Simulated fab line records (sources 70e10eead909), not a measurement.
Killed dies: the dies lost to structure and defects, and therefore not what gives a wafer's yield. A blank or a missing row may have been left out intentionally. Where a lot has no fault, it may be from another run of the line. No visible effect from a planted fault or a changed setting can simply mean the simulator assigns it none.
What tool caused it? || flow nandHarc || 11 lots, 33 wafers sampled, at 6 steps of a route of 1159

WHAT THE GAUGES SHOWED, per wafer
NHARC_END_SORT_01.
{"lot": "L435", "measured": "day 21 13:43", "on": "prober-02", "defectLimitedYield (%)": "97.0 96.6 98.1"}
{"lot": "L439", "measured": "day 22 07:37", "on": "prober-01", "defectLimitedYield (%)": "92.5 93.1 94.7"}
{"lot": "L441", "measured": "day 22 17:02", "on": "prober-02", "defectLimitedYield (%)": "93.4 93.5 92.2"}
{"lot": "L447", "measured": "day 24 20:20", "on": "prober-01", "defectLimitedYield (%)": "97.2 95.3 95.3"}

TOOL THAT RAN EACH LOT (tool first, then ch and the chambers of the sampled wafers, then the start)
{"lot": "L427", "NHARC_P_M2_STRIP_18": "rieDiel-11 ch 0,1, day 6 14:35", "NHARC_P_M2_ETCH_28": "rieDiel-11 ch 1,2,3, day 6 15:35 or earlier", "NHARC_P_M2_ECD_22": "ecdCu-02 ch 0,1, day 6 15:35", "NHARC_P_M2_ANNEAL_31": "rtpAnneal-01 ch 0, day 6 15:58", "NHARC_P_M2_CMP_23": "cmp-03 ch 0,1, day 6 16:20"}
{"lot": "L428", "NHARC_P_M2_STRIP_18": "rieDiel-06 ch 0,1, day 6 15:29", "NHARC_P_M2_ETCH_28": "rieDiel-06 ch 0,2,3, day 6 16:32 or earlier", "NHARC_P_M2_ECD_22": "ecdCu-02 ch 0, day 6 16:32", "NHARC_P_M2_ANNEAL_31": "rtpAnneal-01 ch 0, day 6 16:55", "NHARC_P_M2_CMP_23": "cmp-02 ch 0,2, day 6 17:14"}
{"lot": "L430", "NHARC_P_M2_STRIP_18": "rieDiel-06 ch 1,2, day 7 06:58", "NHARC_P_M2_ETCH_28": "rieDiel-06 ch 1,2, day 7 08:10 or earlier", "NHARC_P_M2_ECD_22": "ecdCu-02 ch 0,1, day 7 08:10", "NHARC_P_M2_ANNEAL_31": "rtpAnneal-01 ch 0, day 7 09:31", "NHARC_P_M2_CMP_23": "cmp-04 ch 1,2,3, day 7 09:51"}
{"lot": "L431", "NHARC_P_M2_STRIP_18": "rieDiel-06 ch 0,1,2, day 7 13:01", "NHARC_P_M2_ETCH_28": "rieDiel-06 ch 0,1,2, day 7 14:12 or earlier", "NHARC_P_M2_ECD_22": "ecdCu-01 ch 0,1, day 7 14:12", "NHARC_P_M2_ANNEAL_31": "rtpAnneal-01 ch 0, day 7 14:39", "NHARC_P_M2_CMP_23": "cmp-02 ch 0,1,3, day 7 15:02"}
{"lot": "L435", "NHARC_P_M2_STRIP_18": "rieDiel-06 ch 0,2,3, day 8 09:37", "NHARC_P_M2_ETCH_28": "rieDiel-06 ch 0,1,2, day 8 10:38 or earlier", "NHARC_P_M2_ECD_22": "ecdCu-02 ch 0,1, day 8 10:38", "NHARC_P_M2_ANNEAL_31": "rtpAnneal-02 ch 0, day 8 11:04", "NHARC_P_M2_CMP_23": "cmp-04 ch 0,2,3, day 8 11:23"}
{"lot": "L439", "NHARC_P_M2_STRIP_18": "rieDiel-06 ch 0,1, day 9 18:04", "NHARC_P_M2_ETCH_28": "rieDiel-06 ch 0,1, day 9 19:13 or earlier", "NHARC_P_M2_ECD_22": "ecdCu-01 ch 0,1, day 9 19:13", "NHARC_P_M2_ANNEAL_31": "rtpAnneal-02 ch 0, day 9 20:11", "NHARC_P_M2_CMP_23": "cmp-04 ch 0,2,3, day 9 20:31"}
{"lot": "L441", "NHARC_P_M2_STRIP_18": "rieDiel-02 ch 0,2,3, day 10 06:28", "NHARC_P_M2_ETCH_28": "rieDiel-02 ch 0,2, day 10 07:34 or earlier", "NHARC_P_M2_ECD_22": "ecdCu-02 ch 0,1, day 10 07:34", "NHARC_P_M2_ANNEAL_31": "rtpAnneal-02 ch 0, day 10 07:58", "NHARC_P_M2_CMP_23": "cmp-02 ch 0,1,3, day 10 08:16"}
{"lot": "L446", "NHARC_P_M2_STRIP_18": "rieDiel-06 ch 0,1,2, day 10 19:27", "NHARC_P_M2_ETCH_28": "rieDiel-06 ch 1,2, day 10 20:36 or earlier", "NHARC_P_M2_ECD_22": "ecdCu-02 ch 1, day 10 20:36", "NHARC_P_M2_ANNEAL_31": "rtpAnneal-02 ch 0, day 10 21:04", "NHARC_P_M2_CMP_23": "cmp-04 ch 0,3, day 10 21:25"}
{"lot": "L444", "NHARC_P_M2_STRIP_18": "rieDiel-02 ch 0,1,3, day 11 04:23", "NHARC_P_M2_ETCH_28": "rieDiel-02 ch 1,2,3, day 11 05:24 or earlier", "NHARC_P_M2_ECD_22": "ecdCu-01 ch 0,1, day 11 05:24", "NHARC_P_M2_ANNEAL_31": "rtpAnneal-02 ch 0, day 11 05:47", "NHARC_P_M2_CMP_23": "cmp-03 ch 0,2, day 11 06:07"}
{"lot": "L448", "NHARC_P_M2_STRIP_18": "rieDiel-06 ch 0, day 11 13:51", "NHARC_P_M2_ETCH_28": "rieDiel-06 ch 0, day 11 14:33", "NHARC_P_M2_ECD_22": "ecdCu-02 ch 0,1, day 11 15:29", "NHARC_P_M2_ANNEAL_31": "rtpAnneal-01 ch 0, day 11 15:49", "NHARC_P_M2_CMP_23": "cmp-02 ch 0,1,3, day 11 16:09"}
{"lot": "L447", "NHARC_P_M2_STRIP_18": "rieDiel-02 ch 1,2,3, day 11 14:40", "NHARC_P_M2_ETCH_28": "rieDiel-02 ch 0,2,3, day 11 15:47 or earlier", "NHARC_P_M2_ECD_22": "ecdCu-02 ch 0,1, day 11 15:47", "NHARC_P_M2_ANNEAL_31": "rtpAnneal-02 ch 0, day 11 16:17", "NHARC_P_M2_CMP_23": "cmp-02 ch 0,1,2, day 11 16:34"}
- NHARC_P_M2_STRIP_18: strips in N2/H2.
- NHARC_P_M2_ETCH_28: etches the open film in CF4/N2, target depth 30 nm, time 72.99 s.
- NHARC_P_M2_ECD_22: material Cu, target thk 400 nm.
- NHARC_P_M2_ANNEAL_31: time 90 s.
- NHARC_P_M2_CMP_23: polishes, t overpolish 20 s, target thk 144.3 nm.

THE ANSWER, worked out from the rows above alone
Rule: usual is defined by the lots themselves. The widest of any qualifying gaps counts: lots, ordered by their means at a reading, are off when they make up no more than a third of the lots, leave a main group of 4 or more, and stand apart from it by 3 or more times the standard deviation of that group's means. If all means in a main group match to the digits the tables above print for the reading, that group is not used. A lot without any number at a reading at which 4 lots or more have one is off too. Where the step has rows for the other lots, those lots are counted as sound.
None of the lots is off at any reading shown; this tells nothing.

WHAT THE SIMULATOR PUT IN
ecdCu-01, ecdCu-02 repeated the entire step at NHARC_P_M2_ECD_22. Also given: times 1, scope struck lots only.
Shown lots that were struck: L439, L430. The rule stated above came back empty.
